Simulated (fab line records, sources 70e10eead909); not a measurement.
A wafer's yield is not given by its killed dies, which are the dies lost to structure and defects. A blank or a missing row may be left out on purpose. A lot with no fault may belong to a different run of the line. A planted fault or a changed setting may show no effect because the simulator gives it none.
Chamber matching | flow nandHarc | NHARC_A_CHANNEL_HOLE_D1_DEP_01 on pecvd-04: 3 sister chambers
The step deposits SiON, target thk 140 nm. 14 wafers are shown with their chamber, then 7 later ones without.

== EACH WAFER AND ITS CHAMBER ==
wafer  | chamber | heaterPowerW (W)
L929.2 | 0       | 693
L929.3 | 1       | 722
L929.5 | 1       | 725
L928.2 | 0       | 715
L928.5 | 0       | 736
L928.6 | 1       | 892
L933.1 | 1       | 770
L933.4 | 0       | 873
L933.6 | 1       | 789
L934.2 | 2       | 869
L934.3 | 0       | 732
L934.4 | 0       | 750
L939.1 | 2       | 826
L939.3 | 1       | 729

SIGNATURES, as means of the wafers listed above
reading      | chamber 0 | chamber 1 | chamber 2 | scatter within a chamber
heaterPowerW | 749.83    | 771.17    | 847.50    | 62
Rule: for each reading, subtract the chamber's mean from the wafer's reading, divide by that reading's scatter and square the result; add these up over the readings and take the root, which gives the wafer's distance from the chamber. If the next closest chamber is less than 2 further off than the closest, the wafer can't be placed; otherwise it belongs to the closest. The scatter: the root of (the sum of the squares of (reading less its chamber's mean) over the shown wafers, divided by (wafers less chambers)).

== WAFERS WHOSE CHAMBER IS MISSING ==
wafer  | heaterPowerW (W)
L939.5 | 748
L937.1 | 830
L937.3 | 839
L937.6 | 828
L940.1 | 850
L940.2 | 765
L940.4 | 802

== CHAMBER TAKEN BY EACH ==
wafer  | from the rows above          | in truth
L939.5 | can't be placed: 0 or 1 or 2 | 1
L937.1 | can't be placed: 2 or 1 or 0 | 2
L937.3 | can't be placed: 2 or 1 or 0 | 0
L937.6 | can't be placed: 2 or 1 or 0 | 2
L940.1 | can't be placed: 2 or 1 or 0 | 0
L940.2 | can't be placed: 1 or 0 or 2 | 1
L940.4 | can't be placed: 1 or 2 or 0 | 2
Correctly placed: 0 of 7. From these rows, 7 cannot be placed; in 7 the true chamber is one of the candidates. 0 placed wrongly.
